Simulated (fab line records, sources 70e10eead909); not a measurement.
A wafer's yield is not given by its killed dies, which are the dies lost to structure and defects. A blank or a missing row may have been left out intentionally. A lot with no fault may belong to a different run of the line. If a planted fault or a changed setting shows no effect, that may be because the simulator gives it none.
Which tool is to blame?    flow nand-harc    24 lots with 72 wafers sampled at 5 steps, on a route of 1302 steps

## WHAT THE GAUGES SHOWED, per wafer
NHARC_A_ONON_D2_THK_MEAS_21: measures by ellipsometry.
lot   measured      on             thk-nm (nm)
L074  day 12 15:56  film-metro-02  1004 1005 1005
L075  day 13 07:53  film-metro-01  1012 1013 1010
L076  day 13 12:28  film-metro-01  993 992 991
L077  day 14 06:17  film-metro-02  995 994 994
L078  day 14 11:16  film-metro-02  980 981 979
L079  day 14 22:14  film-metro-02  996 997 995
L080  day 15 20:42  film-metro-02  998 997 997
L081  day 15 20:41  film-metro-02  1001 1003 1002
L082  day 15 20:41  film-metro-01  1001 999 1002
L083  day 16 17:41  film-metro-01  1007 1006 1006
L084  day 16 17:49  film-metro-01  1001 1004 1005
L085  day 17 06:46  film-metro-01  1007 1008 1006
L086  day 17 23:55  film-metro-02  976 977 978
L087  day 18 06:14  film-metro-01  982 982 982
L089  day 18 18:17  film-metro-01  1009 1010 1010
L088  day 19 09:35  film-metro-02  997 999 1000
L090  day 19 09:27  film-metro-02  999 999 998
L091  day 19 09:28  film-metro-01  1004 1007 1006
L092  day 20 03:59  film-metro-02  1004 1004 1002
L093  day 20 17:02  film-metro-01  991 992 990
L094  day 21 08:19  film-metro-02  998 999 998
L095  day 22 02:19  film-metro-01  1006 1006 1006
L096  day 22 01:58  film-metro-01  1014 1013 1013
L097  day 22 09:20  film-metro-01  1016 1017 1019

## EACH LOT AND THE TOOL THAT RAN IT (in order: tool; ch and the chambers of the sampled wafers; start)
lot   NHARC_P_BONDPAD_STRIP_15            NHARC_P_BONDPAD_PRE_CLEAN_26             NHARC_A_CHANNEL_HOLE_D1_ETCH_39                NHARC_A_CHANNEL_FILL_D1_ALD_14
L074  rie-diel-02 ch 0,1,3, day 6 19:11   pvd-sputter-02, day 9 02:41 or earlier   rie-diel-01 ch 0,2,3, day 9 02:41 or earlier   ald-hk-02 ch 1,3, day 9 02:41
L075  rie-diel-11 ch 1,2, day 6 22:20     pvd-sputter-03, day 9 08:35 or earlier   rie-diel-03 ch 0,1,3, day 9 08:35 or earlier   ald-hk-03 ch 0,1,3, day 9 08:35
L076  rie-diel-11 ch 1,3, day 7 10:12     pvd-sputter-02, day 9 23:50 or earlier   rie-diel-07 ch 1,3, day 9 23:50 or earlier     ald-hk-02 ch 0,1,3, day 9 23:50
L077  rie-diel-02 ch 1,2,3, day 7 21:35   pvd-sputter-02, day 10 12:38 or earlier  rie-diel-03 ch 1,2,3, day 10 12:38 or earlier  ald-hk-03 ch 0,2,3, day 10 12:38
L078  rie-diel-11 ch 0,1,2, day 8 09:24   pvd-sputter-01, day 10 18:29 or earlier  rie-diel-07 ch 1,2,3, day 10 18:29 or earlier  ald-hk-01 ch 0,2,3, day 10 18:29
L079  rie-diel-11 ch 0,3, day 8 14:30     pvd-sputter-02, day 11 02:28 or earlier  rie-diel-03 ch 0,2,3, day 11 02:28 or earlier  ald-hk-01 ch 2,3, day 11 02:28
L080  rie-diel-11 ch 0,1, day 9 07:55     pvd-sputter-01, day 11 19:46 or earlier  rie-diel-03 ch 1,2, day 11 19:46 or earlier    ald-hk-03 ch 1,2, day 11 19:46
L081  rie-diel-02 ch 1,2,3, day 9 19:11   pvd-sputter-02, day 12 10:23 or earlier  rie-diel-03 ch 1,2,3, day 12 10:23 or earlier  ald-hk-02 ch 1,2,3, day 12 10:23
L082  rie-diel-02 ch 0,1,2, day 9 23:46   pvd-sputter-01, day 12 10:40 or earlier  rie-diel-03 ch 0,2,3, day 12 10:40 or earlier  ald-hk-02 ch 0,1,3, day 12 10:40
L083  rie-diel-11 ch 1,2, day 10 17:13    pvd-sputter-02, day 13 05:53 or earlier  rie-diel-03 ch 0,1,2, day 13 05:53 or earlier  ald-hk-01 ch 0,1,2, day 13 05:53
L084  rie-diel-02 ch 0,2,3, day 10 21:17  pvd-sputter-01, day 13 05:50 or earlier  rie-diel-07 ch 1,2,3, day 13 05:50 or earlier  ald-hk-03 ch 0,2,3, day 13 05:50
L085  rie-diel-11 ch 0,3, day 11 01:05    pvd-sputter-03, day 13 09:44 or earlier  rie-diel-07 ch 0,2, day 13 09:44 or earlier    ald-hk-03 ch 1,2, day 13 09:44
L086  rie-diel-11 ch 1,3, day 11 12:37    pvd-sputter-02, day 14 01:22 or earlier  rie-diel-01 ch 1,2,3, day 14 01:22 or earlier  ald-hk-01 ch 0,3, day 14 01:22
L087  rie-diel-12 ch 0,1,3, day 11 23:54  pvd-sputter-01, day 14 12:01 or earlier  rie-diel-03 ch 0,3, day 14 12:01 or earlier    ald-hk-01 ch 0,2,3, day 14 12:01
L089  rie-diel-12 ch 0,2,3, day 12 18:35  pvd-sputter-01, day 15 02:49 or earlier  rie-diel-03 ch 0,3, day 15 02:49 or earlier    ald-hk-03 ch 1,2, day 15 02:49
L088  rie-diel-12 ch 1,2, day 12 21:07    pvd-sputter-01, day 15 06:35 or earlier  rie-diel-07 ch 0,1,3, day 15 06:35 or earlier  ald-hk-01 ch 0,1,2, day 15 06:35
L090  rie-diel-11 ch 0,1,3, day 13 14:31  pvd-sputter-01, day 15 22:55 or earlier  rie-diel-03 ch 0,2,3, day 15 22:55 or earlier  ald-hk-03 ch 0,2,3, day 15 22:55
L091  rie-diel-02 ch 0,1,2, day 13 16:50  pvd-sputter-01, day 15 23:10 or earlier  rie-diel-03 ch 0,1,3, day 15 23:10 or earlier  ald-hk-03 ch 0,2,3, day 15 23:10
L092  rie-diel-02 ch 0,2,3, day 14 02:55  pvd-sputter-02, day 16 11:47 or earlier  rie-diel-07 ch 0,1,2, day 16 11:47 or earlier  ald-hk-02 ch 1,2, day 16 11:47
L093  rie-diel-02 ch 0,3, day 14 12:26    pvd-sputter-01, day 17 00:59 or earlier  rie-diel-03 ch 0,1,3, day 17 00:59 or earlier  ald-hk-01 ch 0,1,3, day 17 00:59
L094  rie-diel-12 ch 0,1,2, day 15 03:32  pvd-sputter-03, day 17 17:11 or earlier  rie-diel-03 ch 0,2,3, day 17 17:11 or earlier  ald-hk-02 ch 1,2,3, day 17 17:11
L095  rie-diel-02 ch 0,2,3, day 15 07:29  pvd-sputter-02, day 17 21:31 or earlier  rie-diel-03 ch 0,2,3, day 17 21:31 or earlier  ald-hk-01 ch 0,2,3, day 17 21:31
L096  rie-diel-02 ch 0,1,2, day 15 20:48  pvd-sputter-02, day 18 07:23 or earlier  rie-diel-03 ch 0,1,2, day 18 07:23 or earlier  ald-hk-01 ch 0,3, day 18 07:23
L097  rie-diel-12 ch 1,2,3, day 16 07:16  pvd-sputter-03, day 18 16:13 or earlier  rie-diel-07 ch 0,2,3, day 18 16:13 or earlier  ald-hk-02 ch 0,1,3, day 18 16:13
- NHARC_P_BONDPAD_STRIP_15: strips in O2.
- NHARC_P_BONDPAD_PRE_CLEAN_26: time 30 s.
- NHARC_A_CHANNEL_HOLE_D1_ETCH_39: etches the open film in N2/H2, target depth 260 nm, time 325 s.
- NHARC_A_CHANNEL_FILL_D1_ALD_14: deposits SiO2, target thk 2.5 nm, pulse time 10 s, ald cycles 25.

## WHAT THE TOOLS THEMSELVES READ (means of the sampled wafers that have a number; where no wafer has one, the mark that the record gives instead)
NHARC_P_BONDPAD_STRIP_15.
lot   tool         drypump-motor-current-A (A)  oes-product-au (a.u.)  rf-vpp-V (V)  showerhead-plenum-p-Torr (Torr)  throttle-valve-pct (%)
L074  rie-diel-02  5.8                          1.007                  58.0          3.49                             17.032
L075  rie-diel-11  6.1                          1.003                  58.4          3.54                             17.035
L076  rie-diel-11  5.8                          1.000                  57.2          3.53                             17.029
L077  rie-diel-02  6.0                          1.015                  58.3          3.44                             17.041
L078  rie-diel-11  6.3                          1.014                  58.2          3.62                             17.036
L079  rie-diel-11  6.2                          1.008                  58.0          3.68                             17.025
L080  rie-diel-11  6.3                          1.008                  57.2          3.49                             17.046
L081  rie-diel-02  6.0                          1.005                  58.4          3.44                             17.041
L082  rie-diel-02  6.1                          0.995                  57.3          3.40                             17.036
L083  rie-diel-11  6.1                          1.012                  58.2          3.54                             17.037
L084  rie-diel-02  6.0                          0.995                  57.9          3.48                             17.039
L085  rie-diel-11  6.2                          1.019                  58.3          3.68                             17.040
L086  rie-diel-11  5.8                          0.988                  57.6          3.52                             17.038
L087  rie-diel-12  5.6                          1.005                  57.3          3.50                             17.035
L089  rie-diel-12  5.6                          0.989                  57.7          3.52                             17.024
L088  rie-diel-12  5.7                          1.008                  57.9          3.47                             17.038
L090  rie-diel-11  6.0                          0.995                  58.5          3.60                             17.040
L091  rie-diel-02  6.0                          1.009                  58.1          3.40                             17.038
L092  rie-diel-02  6.0                          1.012                  58.0          3.48                             17.039
L093  rie-diel-02  5.9                          1.000                  57.1          3.52                             17.043
L094  rie-diel-12  5.8                          1.012                  58.0          3.45                             17.035
L095  rie-diel-02  6.0                          1.006                  57.9          3.48                             17.046
L096  rie-diel-02  6.1                          1.004                  58.6          3.40                             17.034
L097  rie-diel-12  5.5                          0.999                  56.9          3.52                             17.032

NHARC_P_BONDPAD_PRE_CLEAN_26.
lot   tool            heater-power-w (W)
L074  pvd-sputter-02  397
L075  pvd-sputter-03  411
L076  pvd-sputter-02  461
L077  pvd-sputter-02  424
L078  pvd-sputter-01  415
L079  pvd-sputter-02  389
L080  pvd-sputter-01  439
L081  pvd-sputter-02  421
L082  pvd-sputter-01  395
L083  pvd-sputter-02  376
L084  pvd-sputter-01  398
L085  pvd-sputter-03  441
L086  pvd-sputter-02  392
L087  pvd-sputter-01  406
L089  pvd-sputter-01  425
L088  pvd-sputter-01  420
L090  pvd-sputter-01  418
L091  pvd-sputter-01  397
L092  pvd-sputter-02  431
L093  pvd-sputter-01  426
L094  pvd-sputter-03  423
L095  pvd-sputter-02  447
L096  pvd-sputter-02  413
L097  pvd-sputter-03  412

NHARC_A_CHANNEL_HOLE_D1_ETCH_39.
lot   tool         drypump-motor-current-A (A)  oes-product-au (a.u.)  rf-vpp-V (V)  showerhead-plenum-p-Torr (Torr)  throttle-valve-pct (%)
L074  rie-diel-01  5.7                          1.019                  431.1         2.03                             14.176
L075  rie-diel-03  6.2                          0.986                  431.0         2.02                             14.174
L076  rie-diel-07  5.9                          1.004                  432.1         2.09                             14.181
L077  rie-diel-03  6.2                          0.996                  430.4         2.01                             14.170
L078  rie-diel-07  5.8                          1.005                  431.3         2.06                             14.172
L079  rie-diel-03  5.9                          1.000                  428.2         1.96                             14.178
L080  rie-diel-03  6.1                          1.000                  428.3         1.97                             14.170
L081  rie-diel-03  6.3                          1.001                  430.4         2.01                             14.171
L082  rie-diel-03  6.0                          0.999                  428.4         1.96                             14.172
L083  rie-diel-03  6.1                          1.000                  428.8         1.98                             14.176
L084  rie-diel-07  5.8                          1.010                  430.1         2.05                             14.179
L085  rie-diel-07  6.0                          1.006                  430.2         2.05                             14.164
L086  rie-diel-01  5.2                          1.003                  430.8         2.03                             14.173
L087  rie-diel-03  6.1                          0.986                  428.9         2.00                             14.175
L089  rie-diel-03  6.0                          0.985                  429.3         2.00                             14.180
L088  rie-diel-07  5.5                          1.009                  432.9         2.09                             14.175
L090  rie-diel-03  5.9                          0.989                  427.8         1.96                             14.169
L091  rie-diel-03  6.2                          0.993                  429.9         2.01                             14.166
L092  rie-diel-07  6.0                          1.004                  431.5         2.07                             14.182
L093  rie-diel-03  6.2                          0.983                  429.5         2.01                             14.162
L094  rie-diel-03  5.9                          0.994                  428.1         1.96                             14.170
L095  rie-diel-03  5.9                          0.987                  428.7         1.96                             14.158
L096  rie-diel-03  6.1                          0.995                  428.5         1.97                             14.176
L097  rie-diel-07  5.6                          1.000                  431.1         2.05                             14.176

NHARC_A_CHANNEL_FILL_D1_ALD_14.
lot   tool       heater-power-w (W)  precursor-pulse-height-rel
L074  ald-hk-02  459                 1.010
L075  ald-hk-03  498                 0.998
L076  ald-hk-02  488                 0.993
L077  ald-hk-03  465                 1.006
L078  ald-hk-01  468                 1.006
L079  ald-hk-01  436                 1.003
L080  ald-hk-03  462                 1.005
L081  ald-hk-02  482                 1.024
L082  ald-hk-02  491                 0.996
L083  ald-hk-01  463                 1.004
L084  ald-hk-03  464                 1.010
L085  ald-hk-03  464                 1.006
L086  ald-hk-01  505                 0.975
L087  ald-hk-01  468                 0.986
L089  ald-hk-03  463                 1.010
L088  ald-hk-01  450                 1.028
L090  ald-hk-03  462                 0.997
L091  ald-hk-03  457                 1.012
L092  ald-hk-02  485                 0.988
L093  ald-hk-01  498                 0.976
L094  ald-hk-02  478                 1.012
L095  ald-hk-01  473                 1.012
L096  ald-hk-01  522                 1.008
L097  ald-hk-02  492                 1.019

## THE ANSWER, worked out from the rows above alone
Rule: what is usual is taken from the lots themselves. The widest of any qualifying gaps counts: lots, ordered by their means at a reading, are off when they make up no more than a third of the lots, leave a main group of 4 or more, and stand apart from it by 3 or more times the standard deviation of that group's means. If all means in a main group match to the digits the tables above print for the reading, that group is not used. Also off: a lot with no number at a reading for which 4 or more lots have one. Where the step has rows for the other lots, those lots are counted as sound. After the gauges, taken in route order, come the tools' own readings; for these a lot's mean is taken, as printed above. The first step at which some lot is off is used, and at that step the reading that is off furthest; a lot without a number counts as furthest.
Nothing can be told from this: no lot is off at any reading shown.

## WHAT HAD BEEN PUT IN BY THE SIMULATOR
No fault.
